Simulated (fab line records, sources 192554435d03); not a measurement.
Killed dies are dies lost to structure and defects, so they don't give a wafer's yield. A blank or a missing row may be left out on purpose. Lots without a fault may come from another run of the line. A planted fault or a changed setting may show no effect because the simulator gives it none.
fab line records | flow n5_finfet
record lots=6 wafers=18 last_day=18
route steps=1938 shown BEOL_M7@1275
lots that met no fault: from a run of the same line without faults
start_h: hours from the record's first day to the start of the lot's first wafer shown | wait_h: hours since the lot's step before | " the same as in the row above | L1.1+2: a row that stands for several wafers | - no value, or no start given | * or withheld: withheld | < > ~ a bound
route shown NAME@n: a module of which the file shows steps, and the number in the route of the first | usual: mean/standard deviation of fault-free wafers | same: alike in all rows | chamber/n: place in a boat | sites: the reading at each site | _std_site: their standard deviation | _edge_site: outer sites' mean less inner sites' | radius_mm: how far each site lies from the wafer's centre | mask NAME#n: copy n | behind: the tool/chamber that last shaped the wafer | hold: why the lot was held/for how many hours/how that ended | device: the transistor (n, p or np) that didn't switch | end of line: the same wafers' tests at the end of the route | a step without rows: its recipe alone | killed: dies lost to structure and defects at the first sort, not the wafer's yield | map: a wafer's dies, x killed, . not, _ none there
set.NAME: the setting as run; set.NAME@STEP: as run at that earlier step | model.NAME: the simulator's own value behind a step, which no gauge read
lots at some steps of the route; a table a step, a row a wafer
services: from which hour (start_h, from the record's first day; less than 0 if before it) a tool's chamber was out of use, for how many hours, and why
## steps
# step N5_BEOL_M7_DEVELOP_10
# recipe develop_time_s=30 developer=TMAH resist=CAR-ArF rinse_liquid=diw dry=air_spin dev_temp_c=23
# step N5_BEOL_M7_CD_MEAS_11
# recipe target_cd_nm=38.5 landing_energy_ev=500 detector=se_inlens polarity=opening
# usual cd_nm=38.3/0.49
# same landing_energy_ev=500
# columns lot.wafer tool chamber start_h wait_h cd_nm
L223.2 cd_sem-03 0 200.72 - 38.5
L223.3 " 0 " " 38.2
L223.4 " 0 " " 38.4
L233.1 cd_sem-03 0 266.80 - 37.8
L233.4 " 0 " " 37.6
L233.6 " 0 " " 37.4
L234.2 cd_sem-01 0 272.44 - 37.5
L234.3 " 0 " " 38.2
L234.4 " 0 " " 37.9
L238.2 cd_sem-03 0 298.80 - 38.3
L238.5 " 0 " " 38.0
L238.6 " 0 " " 38.0
L242.1 cd_sem-02 0 326.44 - 39.0
L242.3 " 0 " " 38.6
L242.6 " 0 " " 39.0
L244.1 cd_sem-02 0 346.31 - 37.5
L244.4 " 0 " " 37.3
L244.5 " 0 " " 37.2
# step N5_BEOL_M7_OVL_MEAS_12
# recipe points_per_wafer=44
# usual M7_OVL=0.0/0.74
# columns lot.wafer tool chamber start_h wait_h M7_OVL[nm]
L223.2 overlay-01 0 200.75 0.0 0.2
L223.3 " 0 " " 0.2
L223.4 " 0 " " -1.2
L233.1 overlay-02 0 266.83 0.0 0.2
L233.4 " 0 " " 0.4
L233.6 " 0 " " -0.3
L234.2 overlay-02 0 272.47 0.0 0.2
L234.3 " 0 " " 0.9
L234.4 " 0 " " 0.5
L238.2 overlay-01 0 298.83 0.0 -0.4
L238.5 " 0 " " -1.0
L238.6 " 0 " " 0.1
L242.1 overlay-02 0 326.47 0.0 0.3
L242.3 " 0 " " 0.5
L242.6 " 0 " " 1.4
L244.1 overlay-02 0 346.34 0.0 0.0
L244.4 " 0 " " 1.4
L244.5 " 0 " " 0.6
# step N5_BEOL_M7_INSPECT_13
# recipe mode=adi inspect_instrument=brightfield
# usual raw_defect_count=411/82
# columns lot.wafer tool chamber start_h wait_h raw_defect_count
L223.2 defect_inspect-02 - 200.77 0.0 391
L223.3 " - " " 374
L223.4 " - " " 291
L233.1 defect_inspect-01 - 266.85 0.0 394
L233.4 " - " " 506
L233.6 " - " " 374
L234.2 defect_inspect-01 - 272.49 0.0 398
L234.3 " - " " 381
L234.4 " - " " 387
L238.2 defect_inspect-01 - 298.85 0.0 373
L238.5 " - " " 443
L238.6 " - " " 417
L242.1 defect_inspect-02 - 326.50 0.0 498
L242.3 " - " " 464
L242.6 " - " " 414
L244.1 defect_inspect-01 - 346.37 0.0 385
L244.4 " - " " 330
L244.5 " - " " 456
# step N5_BEOL_M7_DESCUM_16
# recipe chemistry=O2 time_s=7.9 source_power_w=50 bias_power_w=20 pressure_mtorr=20 rf_frequency_hz=2.712e+07 temp_c=40 resist=CAR-ArF o2_flow_sccm=225
# usual drypump_motor_current_A=5.5/0.36 oes_product_au=0.78/0.093 rf_vpp_V=243.3/1.2 showerhead_plenum_p_Torr=2.11/0.053 throttle_valve_pct=20.53/0.26
# columns lot.wafer tool chamber start_h wait_h drypump_motor_current_A oes_product_au rf_hours_counter_h rf_vpp_V showerhead_plenum_p_Torr throttle_valve_pct
L223.2 rie_diel-05 2 201.51 0.7 5.3 0.72 183 243.1 2.09 20.42
L223.3 " 1 " " 5.6 0.71 196 241.9 2.08 20.56
L223.4 " 3 " " 5.8 0.74 169 243.8 2.08 20.51
L233.1 rie_diel-03 3 266.89 0.0 5.6 0.74 185 243.9 2.18 20.85
L233.4 " 2 " " 5.1 0.95 17 244.0 2.14 20.09
L233.6 " 1 " " 5.1 0.75 - 241.8 2.11 20.70
L234.2 rie_diel-03 1 272.89 0.4 5.1 0.75 178 244.8 2.11 20.70
L234.3 " 2 " " 5.1 0.94 19 244.1 2.14 20.10
L234.4 " 0 " " 5.5 0.82 84 242.5 2.03 20.50
L238.2 rie_diel-04 2 298.88 0.0 6.5 0.94 8 245.1 2.23 19.99
L238.5 " 0 " " 6.2 0.70 - 243.3 2.07 20.55
L238.6 " 1 " " 5.5 0.74 - 243.2 2.10 20.83
L242.1 rie_diel-04 1 326.53 0.0 5.5 0.74 159 243.9 2.09 20.83
L242.3 " 3 " " 5.0 0.95 15 243.4 2.06 20.39
L242.6 " 1 " " 5.5 0.74 - 242.5 2.09 20.82
L244.1 rie_diel-05 1 346.94 0.6 5.5 0.68 233 241.7 2.07 20.63
L244.4 " 2 " " 5.2 0.68 229 243.1 2.08 20.48
L244.5 " 1 " " 5.6 0.68 - 243.6 2.07 20.63
# step N5_BEOL_M7_ETCH_61
# recipe chemistry=CF4 target=SiARC target_depth_a=455 mask_material=CAR-ArF time_s=75.8 ion_energy_ev=80 pressure_mtorr=40 source_w=545 bias_w=36 Ar_flow_sccm=100 cf4_flow_sccm=100 ends=cleared
# usual cf4_flow_sccm=99.98/0.27 drypump_motor_current_A=5.5/0.36 etch_rf_on_time_s=76.2/2 oes_product_au=0.66/0.076 rf_vpp_V=184.1/1.1 showerhead_plenum_p_Torr=2.15/0.052 throttle_valve_pct=15.65/0.25
# columns lot.wafer tool chamber start_h wait_h cf4_flow_sccm drypump_motor_current_A etch_rf_on_time_s oes_product_au rf_hours_counter_h rf_vpp_V showerhead_plenum_p_Torr throttle_valve_pct
L223.2 rie_diel-05 2 201.54 0.0 99.93 5.3 77.1 0.61 183 183.2 2.13 15.54
L223.3 " 1 " " 100.00 5.6 80.3 0.59 196 185.4 2.12 15.72
L223.4 " 3 " " 100.24 5.8 76.0 0.64 169 184.9 2.13 15.71
L233.1 rie_diel-03 3 266.92 0.0 99.75 5.6 73.2 0.63 185 184.3 2.22 15.98
L233.4 " 2 " " 99.64 5.1 74.6 0.78 17 183.7 2.19 15.23
L233.6 " 1 " " 99.66 5.1 76.0 0.62 - 182.5 2.14 15.72
L234.2 rie_diel-03 1 272.92 0.0 99.64 5.1 76.4 0.63 178 183.3 2.14 15.71
L234.3 " 2 " " 100.04 5.1 74.9 0.78 19 184.2 2.19 15.24
L234.4 " 0 " " 99.84 5.5 77.2 0.70 84 182.5 2.08 15.57
L238.2 rie_diel-04 2 298.92 0.0 99.90 6.5 75.1 0.80 8 184.0 2.28 15.18
L238.5 " 0 " " 100.06 6.2 73.6 0.61 - 184.9 2.13 15.78
L238.6 " 1 " " 99.97 5.5 77.7 0.63 - 184.8 2.14 15.96
L242.1 rie_diel-04 1 326.57 0.0 99.76 5.5 77.1 0.63 159 183.0 2.14 15.98
L242.3 " 3 " " 100.32 5.0 74.8 0.80 15 182.5 2.10 15.40
L242.6 " 1 " " 99.44 5.5 76.6 0.64 - 183.4 2.14 15.98
L244.1 rie_diel-05 1 346.97 0.0 100.14 5.6 80.7 0.57 233 183.4 2.11 15.80
L244.4 " 2 " " 99.79 5.3 77.4 0.59 229 183.3 2.11 15.62
L244.5 " 1 " " 99.92 5.6 81.3 0.56 - 182.9 2.11 15.80
# step N5_BEOL_M7_ETCH_62
# recipe chemistry=N2/H2 target=SOC target_depth_a=1100 overetch_a=220 mask_material=SiARC temp_c=40 time_s=165 ion_energy_ev=200 pressure_mtorr=30 source_w=840 bias_w=150 n2_flow_sccm=200 h2_flow_sccm=200
# usual drypump_motor_current_A=5.5/0.36 oes_product_au=0.66/0.071 rf_vpp_V=524.4/1.9 showerhead_plenum_p_Torr=2.55/0.062 throttle_valve_pct=17.84/0.25
# columns lot.wafer tool chamber start_h wait_h drypump_motor_current_A oes_product_au rf_hours_counter_h rf_vpp_V showerhead_plenum_p_Torr throttle_valve_pct
L223.2 rie_diel-05 2 201.60 0.0 5.2 0.62 183 522.5 2.52 17.72
L223.3 " 1 " " 5.5 0.60 196 522.5 2.54 18.01
L223.4 " 3 " " 5.8 0.63 169 523.9 2.54 18.10
L233.1 rie_diel-03 3 266.98 0.0 5.6 0.62 185 527.2 2.63 18.09
L233.4 " 2 " " 5.1 0.78 17 526.5 2.59 17.37
L233.6 " 1 " " 5.1 0.63 - 522.8 2.51 17.82
L234.2 rie_diel-03 1 272.98 0.0 5.1 0.62 178 524.3 2.51 17.82
L234.3 " 2 " " 5.1 0.78 19 524.5 2.58 17.38
L234.4 " 0 " " 5.5 0.70 84 522.1 2.47 17.85
L238.2 rie_diel-04 2 298.97 0.0 6.6 0.80 9 528.0 2.72 17.54
L238.5 " 0 " " 6.2 0.60 - 524.3 2.52 18.06
L238.6 " 1 " " 5.6 0.64 - 525.1 2.53 18.14
L242.1 rie_diel-04 1 326.62 0.0 5.5 0.63 160 523.5 2.53 18.17
L242.3 " 3 " " 5.0 0.78 15 522.8 2.47 17.47
L242.6 " 1 " " 5.6 0.63 - 524.2 2.53 18.16
L244.1 rie_diel-05 1 347.03 0.0 5.6 0.59 233 523.5 2.52 18.07
L244.4 " 2 " " 5.3 0.59 229 522.5 2.50 17.81
L244.5 " 1 " " 5.6 0.59 - 522.8 2.52 18.09
# step N5_BEOL_M7_STRIP_68
# recipe chemistry=N2/H2 temp_c=40 n2_flow_sccm=200 h2_flow_sccm=200 rf_frequency_hz=6e+07
# step N5_BEOL_M7_STRIP_67
# recipe chemistry=CF4 resist=SiARC power_w=300 bias_power_w=75 pressure_mtorr=50 cf4_flow_sccm=150 rf_frequency_hz=6e+07
# usual cf4_flow_sccm=150.0/0.47 drypump_motor_current_A=5.5/0.36 oes_product_au=0.78/0.084 rf_vpp_V=271.3/1.4 showerhead_plenum_p_Torr=1.81/0.042 throttle_valve_pct=13.64/0.27
# columns lot.wafer tool chamber start_h wait_h cf4_flow_sccm drypump_motor_current_A oes_product_au rf_hours_counter_h rf_vpp_V showerhead_plenum_p_Torr throttle_valve_pct
L223.2 rie_diel-05 2 201.74 0.0 149.8 5.2 0.72 183 267.6 1.78 13.51
L223.3 " 1 " " 150.0 5.5 0.72 196 271.3 1.78 13.75
L223.4 " 3 " " 150.2 5.8 0.74 169 270.7 1.79 13.72
L233.1 rie_diel-03 3 267.12 0.0 149.9 5.5 0.73 185 272.2 1.85 13.98
L233.4 " 2 " " 149.5 5.1 0.92 17 272.0 1.84 13.18
L233.6 " 1 " " 149.4 5.1 0.74 - 272.2 1.80 13.71
L234.2 rie_diel-03 1 273.13 0.0 150.3 5.1 0.74 178 270.0 1.80 13.73
L234.3 " 2 " " 149.1 5.1 0.91 19 272.9 1.84 13.18
L234.4 " 0 " " 149.8 5.4 0.83 84 271.2 1.75 13.54
L238.2 rie_diel-04 2 299.12 0.0 150.0 6.5 0.95 9 272.7 1.91 13.12
L238.5 " 0 " " 149.6 6.2 0.70 - 269.2 1.78 13.77
L238.6 " 1 " " 149.5 5.6 0.76 - 270.4 1.80 13.95
L242.1 rie_diel-04 1 326.77 0.0 149.9 5.5 0.74 160 269.7 1.79 13.96
L242.3 " 3 " " 149.7 4.9 0.93 16 269.7 1.76 13.30
L242.6 " 1 " " 149.9 5.5 0.75 - 271.8 1.80 13.96
L244.1 rie_diel-05 1 347.17 0.0 150.7 5.6 0.69 233 270.8 1.77 13.81
L244.4 " 2 " " 150.0 5.2 0.70 229 269.3 1.76 13.62
L244.5 " 1 " " 150.2 5.6 0.69 - 270.3 1.77 13.82
# step N5_BEOL_M7_HM_OPEN_17
# recipe chemistry=Cl2/BCl3 target_depth_a=200 overetch_a=60 target=TiN mask_material=SOC ion_energy_ev=150 pressure_mtorr=10 icp_w=1000 bias_w=126 Cl2_flow_sccm=53.25 bcl3_flow_sccm=21.75 Ar_flow_sccm=25
# step N5_BEOL_M7_STRIP_19
# recipe chemistry=O2 power_w=400 temp_c=40 pressure_mtorr=30 rf_frequency_hz=6e+07 bias_power_w=0 overash_fraction=0.2 o2_flow_sccm=225
# usual drypump_motor_current_A=5.7/0.49 oes_product_au=0.76/0.085 rf_vpp_V=3.6/0.54 showerhead_plenum_p_Torr=2.10/0.06 throttle_valve_pct=16.79/0.24
# columns lot.wafer tool chamber start_h wait_h drypump_motor_current_A oes_product_au rf_hours_counter_h rf_vpp_V showerhead_plenum_p_Torr throttle_valve_pct
L223.2 rie_diel-04 2 201.94 0.1 6.5 0.69 239 2.6 1.98 16.67
L223.3 " 3 " " 4.9 0.68 242 3.8 2.08 16.97
L223.4 " 1 " " 5.5 0.78 117 3.2 2.11 16.97
L233.1 rie_diel-03 1 267.29 0.1 5.1 0.75 176 3.9 2.11 16.86
L233.4 " 3 " " 5.6 0.74 185 3.4 2.18 17.08
L233.6 " 0 " " 5.4 0.84 - 3.5 2.04 16.68
L234.2 rie_diel-03 2 273.29 0.1 5.1 0.93 19 2.9 2.14 16.25
L234.3 " 1 " " 5.1 0.75 178 3.6 2.11 16.88
L234.4 " 3 " " 5.6 0.73 186 2.9 2.18 17.09
L238.2 rie_diel-03 3 299.37 0.2 5.6 0.74 194 2.5 2.18 17.11
L238.5 " 1 " " 5.1 0.74 - 3.5 2.11 16.88
L238.6 " 0 " " 5.5 0.83 - 3.1 2.04 16.68
L242.1 rie_diel-04 3 327.01 0.2 5.0 0.93 16 4.4 2.07 16.56
L242.3 " 1 " " 5.6 0.74 160 4.0 2.09 17.04
L242.6 " 2 " " 6.5 0.91 - 3.1 2.23 16.24
L244.1 rie_diel-04 3 347.34 0.1 5.0 0.92 22 2.9 2.07 16.59
L244.4 " 2 " " 6.6 0.90 27 2.8 2.23 16.24
L244.5 " 0 " " 6.1 0.69 - 4.2 2.07 16.84
# step N5_BEOL_M7_CD_MEAS_18
# recipe pitch_nm=80 target_cd_nm=40
# usual cd_nm=39.7/0.59
# columns lot.wafer tool chamber start_h wait_h cd_nm
L223.2 cd_sem-02 - 202.01 0.1 40.0
L223.3 " - " " 39.1
L223.4 " - " " 40.2
L233.1 cd_sem-02 - 267.36 0.0 39.8
L233.4 " - " " 39.3
L233.6 " - " " 38.9
L234.2 cd_sem-02 - 273.36 0.1 39.2
L234.3 " - " " 40.3
L234.4 " - " " 38.9
L238.2 cd_sem-02 - 299.44 0.1 39.4
L238.5 " - " " 39.6
L238.6 " - " " 39.4
L242.1 cd_sem-02 - 327.08 0.0 40.9
L242.3 " - " " 39.7
L242.6 " - " " 39.8
L244.1 cd_sem-03 - 347.41 0.0 38.7
L244.4 " - " " 38.7
L244.5 " - " " 38.4
# step N5_BEOL_M7_COAT_63
# recipe resist=SOC temp_c=250 time_s=60 spin_rpm=1500 resist_thk_nm=60
# usual chill_plate_temp_C=22.99/0.1 heater_power_total_W=500.7/1.8 plate_temp_C=249.96/0.15 resist_line_temp_C=23.00/0.092 spin_speed_rpm=1500.0/1
# columns lot.wafer tool chamber start_h wait_h chill_plate_temp_C heater_power_total_W plate_temp_C resist_line_temp_C spin_speed_rpm
L223.2 litho_track-02 0 202.05 0.0 23.05 502.6 250.04 23.03 1500.2
L223.3 " 0 " " 23.00 498.6 249.91 23.06 1499.7
L223.4 " 0 " " 22.99 501.2 250.00 23.04 1501.4
L233.1 litho_track-04 0 267.44 0.1 22.90 477.5 241.25 23.04 1499.9
L233.4 " 0 " " 22.94 478.4 241.40 22.93 1501.8
L233.6 " 0 " " 23.00 481.3 241.36 23.03 1499.9
L234.2 litho_track-04 0 275.02 1.7 23.10 481.7 241.39 22.89 1498.5
L234.3 " 0 " " 22.86 480.0 241.32 23.04 1498.7
L234.4 " 0 " " 22.86 478.2 241.42 23.10 1499.2
L238.2 litho_track-01 0 299.77 0.3 23.08 501.0 250.17 22.95 1498.9
L238.5 " 0 " " 23.01 497.9 250.14 23.03 1500.7
L238.6 " 0 " " 23.18 499.0 250.05 23.00 1500.6
L242.1 litho_track-02 0 328.44 1.4 22.82 503.0 250.12 23.06 1497.6
L242.3 " 0 " " 22.88 498.0 250.07 22.85 1500.7
L242.6 " 0 " " 22.96 503.2 250.01 22.95 1499.1
L244.1 litho_track-04 0 348.64 1.2 22.93 502.3 250.21 22.90 1498.7
L244.4 " 0 " " 23.04 499.3 250.00 22.96 1500.0
L244.5 " 0 " " 23.12 502.2 250.13 22.84 1499.7
# step N5_BEOL_M7_COAT_64
# recipe resist=SiARC temp_c=220 time_s=60 spin_rpm=1500 resist_thk_nm=12
## services
# columns tool chamber start_h hours kind
litho_track-02 - 180.38 - consumable_replace:filter
rie_diel-03 2 186.93 - clean
rie_diel-03 2 186.93 - consumable_replace:focus_ring
rie_diel-03 2 186.93 16.4 scheduled_down
rie_diel-03 2 186.93 16.4 vent_cycle
rie_diel-03 1 194.09 2.4 repair
rie_diel-04 3 230.43 - clean
rie_diel-04 3 230.43 - consumable_replace:focus_ring
rie_diel-03 1 238.76 4.5 repair
rie_diel-04 2 254.91 - clean
rie_diel-04 2 254.91 - consumable_replace:focus_ring
rie_diel-04 2 254.91 - consumable_replace:showerhead
rie_diel-04 2 254.91 16.8 scheduled_down
rie_diel-04 2 254.91 16.8 vent_cycle
rie_diel-04 3 285.00 27.2 repair
litho_track-02 - 319.96 - consumable_replace:filter
rie_diel-04 0 322.48 6.7 repair
## key
first_sign step=N5_BEOL_M7_COAT_63 reading=plate_temp_C direction=down sigmas=57 usual=* struck=*
effect step=N5_BEOL_M7_COAT_63 reading=heater_power_total_W direction=down sigmas=12 usual=* struck=*
met_at N5_BEOL_M7_COAT_63
struck_wafers L233.1,L233.4,L233.6,L234.2,L234.3,L234.4
fault kind=process_parameter_drift tool=litho_track-04 chamber=- onset_h=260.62 steps=N5_BEOL_M7_COAT_63 channel=temp_c offset=* shape=step end_h=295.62 acts_in=* stated=*
